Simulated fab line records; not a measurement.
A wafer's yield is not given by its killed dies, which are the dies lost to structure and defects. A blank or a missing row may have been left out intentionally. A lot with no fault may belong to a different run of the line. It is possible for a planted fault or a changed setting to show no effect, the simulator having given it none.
One fault seen from 3 desks -- flow n5-finfet -- only its own numbers are on each desk; what lay behind them is given at the end
Where a reading is given only as a bound, like >300, the bound stands for it, and a mean or a difference that rests on one is marked > or <: the true number lies beyond.

## THE DEFECT DESK
For each lot, the counts of the inspections along the route, averaged over the sampled wafers that have a number. Marked OUT: a lot whose mean sits more than 4 standard deviations from the usual mean, which makes it out of limits; the brackets give that distance.
Columns: A = raw-defect-count at N5_BEOL_M0_SAQP_INSPECT_42, usual 355; B = raw-defect-count at N5_BEOL_M0_CUTY_INSPECT_59, usual 1.9
lot,first seen here,A,B
L851,day 6 11:56,495,1.3
L852,day 6 15:32,577,>101 (>+62) OUT
L855,day 7 13:45,618,>100 (>+62) OUT
L863,day 9 16:08,456,1.7
L866,day 10 06:08,366,2.0
L868,day 10 21:28,274,2.7
L869,day 11 01:59,291,0.3
L870,day 11 12:20,421,2.3
This desk finds L852, L855 out of limits, L852 being first, at day 6 16:52 (raw-defect-count at N5_BEOL_M0_CUTY_INSPECT_59). L851, L863, L866, L868, L869, L870: within limits.

## METROLOGY DESK
Lot by lot, what the gauges showed, no matter which tool ran the lot: averages of those sampled wafers that carry a number. Marked OUT: a lot whose mean sits more than 4 standard deviations from the usual mean, which makes it out of limits; the brackets give that distance. Readings shown: 7 of its 11, picked as those furthest out on some lot.
Columns: A = DIBL_N at N5_BEOL_M4_RC_MEAS_101, usual 36.2 mV/V; B = IOFF_P at N5_BEOL_M4_RC_MEAS_101, usual 0.21 nA/um; C = ION_N at N5_BEOL_M4_RC_MEAS_101, usual 675 uA/um; D = ION_P at N5_BEOL_M4_RC_MEAS_101, usual 460 uA/um; E = SS_N at N5_BEOL_M4_RC_MEAS_101, usual 71.4 mV/dec; F = VT_N at N5_BEOL_M4_RC_MEAS_101, usual 249 mV; G = VT_P at N5_BEOL_M4_RC_MEAS_101, usual -252 mV
lot,first seen here,A,B,C,D,E,F,G
L851,day 6 11:51,36.6,0.21,672,458,71.9,250,-252
L852,day 6 15:27,36.5,0.19,674,460,71.7,250,-253
L855,day 7 13:40,36.1,0.20,670,452,71.5,248,-253
L863,day 9 16:02,34.2,0.16,670,447,71.1,250,-259
L866,day 10 06:02,35.6,0.17,675,456,71.4,250,-255
L868,day 10 21:23,37.1,0.19,670,455,71.4,252,-254
L869,day 11 01:54,37.2,0.24,689,471,71.4,248,-247
L870,day 11 12:15,37.3,0.23,685,467,71.6,248,-249
Result from this desk: across the 8 lots, nothing is out of limits.

## DESK OF THE TOOL OWNER: rie-si-02
The tool's own readings at N5_BEOL_M0_SAQP_MANDREL_ETCH_20 (etches a-Si in HBr/Cl2, stops on SiNx, target depth 60 nm, bt time 10 s, time 30 s): means of the sampled wafers that have a number, for each lot that ran on this tool. Marked OUT: a lot whose mean sits more than 4 standard deviations from the usual mean, which makes it out of limits; the brackets give that distance.
Columns: A = drypump-motor-current-A at N5_BEOL_M0_SAQP_MANDREL_ETCH_20, usual 5.6 A; B = oes-product-au at N5_BEOL_M0_SAQP_MANDREL_ETCH_20, usual 0.778 a.u.; C = throttle-valve-pct at N5_BEOL_M0_SAQP_MANDREL_ETCH_20, usual 35.6 %
lot,first seen here,A,B,C
L851,day 6 08:19,5.4,0.785,35.9
L852,day 6 12:06,5.8,0.769,35.6
L855,day 7 09:37,5.7,0.773,35.6
L866,day 10 02:33,5.7,0.771,35.6
L868,day 10 17:08,5.8,0.780,35.6
L869,day 10 22:00,5.8,0.777,35.6
Result from this desk: across the 6 lots, nothing is out of limits.

## TAKEN TOGETHER
The defect desk could have raised an alarm at day 6 16:52, on L852, L855.
From the metrology desk's view, nothing was out of limits.
The desk of the tool owner found nothing out of limits.
The metrology desk holds a record of L852, L855, inside its limits.
Tool owner's desk: L852, L855 on record, inside its limits.
Every lot named ran N5_BEOL_M0_SAQP_MANDREL_ETCH_20 on rie-si-02.

## WHAT THE SIMULATOR HAD PUT IN
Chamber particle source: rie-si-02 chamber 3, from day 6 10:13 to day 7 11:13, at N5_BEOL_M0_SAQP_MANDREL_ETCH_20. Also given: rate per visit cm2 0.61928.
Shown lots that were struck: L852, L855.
Hours from the fault's start to each desk's first reading out of limits: the defect desk, 7.
